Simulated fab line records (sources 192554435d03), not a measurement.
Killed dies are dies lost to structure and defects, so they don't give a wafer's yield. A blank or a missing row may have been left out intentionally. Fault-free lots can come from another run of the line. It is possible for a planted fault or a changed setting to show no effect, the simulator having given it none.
Matching of chambers	flow n5_finfet	N5_BEOL_M3_STRIP_19 on rie_diel-06 has 4 sister chambers
The step strips in O2. 4 wafers are shown with their chamber, then 12 later ones without.

== WAFERS PAIRED WITH THEIR CHAMBERS ==
wafer	chamber	throttle_valve_pct (%)
L083.4	0	17.11
L086.3	3	16.96
L086.4	1	16.78
L086.5	2	16.64

== WAFERS MISSING THEIR CHAMBER ==
wafer	throttle_valve_pct (%)
L088.1	16.64
L088.3	17.11
L088.6	16.98
L089.1	16.78
L089.3	16.99
L089.5	16.65
L092.4	17.13
L092.5	16.66
L092.6	16.80
L095.1	16.80
L095.4	17.00
L095.5	17.14

== THE CHAMBER EACH PASSED THROUGH ==
wafer	from the rows above	in truth
L088.1	2	2
L088.3	0	0
L088.6	3	3
L089.1	1	1
L089.3	3	3
L089.5	2	2
L092.4	0	0
L092.5	2	2
L092.6	1	1
L095.1	1	1
L095.4	3	3
L095.5	0	0
Placed correctly: 12 of 12. Not placeable from these rows: 0. Placed wrongly: 0.
How it was worked out, from the rows above alone: a wafer's distance from a chamber is the root of the sum, over the readings, of the square of ((its reading less the chamber's mean) divided by the reading's scatter). The wafer belongs to the nearest chamber; if the next one is less than 2 further off, it can't be placed. For every chamber, the mean is computed from those of its wafers that are shown. The scatter: with one shown wafer a chamber, the root of the mean of the squares of how far each hidden wafer lies from its nearest shown one.
